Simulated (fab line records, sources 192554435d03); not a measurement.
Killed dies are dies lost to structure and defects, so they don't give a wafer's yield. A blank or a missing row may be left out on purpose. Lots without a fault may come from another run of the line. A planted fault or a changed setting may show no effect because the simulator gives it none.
Chamber matching | flow n5_finfet | N5_BEOL_M8_CURE_74 on uv_cure-02: 3 sister chambers
The step cures SiCOH lowk, time 240 s. 6 wafers are shown with their chamber, then 6 later ones without.

WAFERS WITH THEIR CHAMBER
wafer  | chamber | wafer_temp_C_max | lamp_power_pct (%)
L076.3 | 2       | 386.3            | 52.36
L076.6 | 2       | 387.1            | 52.28
L088.3 | 1       | 387.9            | 52.29
L088.5 | 1       | 387.2            | 52.42
L093.2 | 0       | 386.5            | 52.30
L093.3 | 0       | 386.7            | 52.35

WAFERS WITHOUT THEIR CHAMBER
wafer  | wafer_temp_C_max | lamp_power_pct (%)
L093.5 | 386.4            | 52.24
L095.3 | 387.6            | 52.34
L095.5 | 386.9            | 52.36
L094.1 | 386.5            | 52.33
L094.2 | 386.8            | 52.34
L094.3 | 387.5            | 52.27

WHICH CHAMBER EACH WENT THROUGH
wafer  | from the rows above          | in truth
L093.5 | can't be placed: 0 or 2 or 1 | 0
L095.3 | can't be placed: 1 or 2      | 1
L095.5 | can't be placed: 2 or 0 or 1 | 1
L094.1 | can't be placed: 0 or 2      | 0
L094.2 | can't be placed: 2 or 0 or 1 | 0
L094.3 | can't be placed: 1 or 2 or 0 | 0
Placed correctly: 0 of 6. Can't be placed from these rows: 6 (the true chamber is among the candidates in 6). Placed wrongly: 0.
How it was worked out, from the rows above alone: a wafer's distance from a chamber is the root of the sum, over the readings, of the square of ((its reading less the chamber's mean) divided by the reading's scatter). The wafer belongs to the nearest chamber; if the next one is less than 2 further off, it can't be placed. A chamber's mean is the mean of its shown wafers. The scatter: the root of (the sum of the squares of (reading less its chamber's mean) over the shown wafers, divided by (wafers less chambers)).
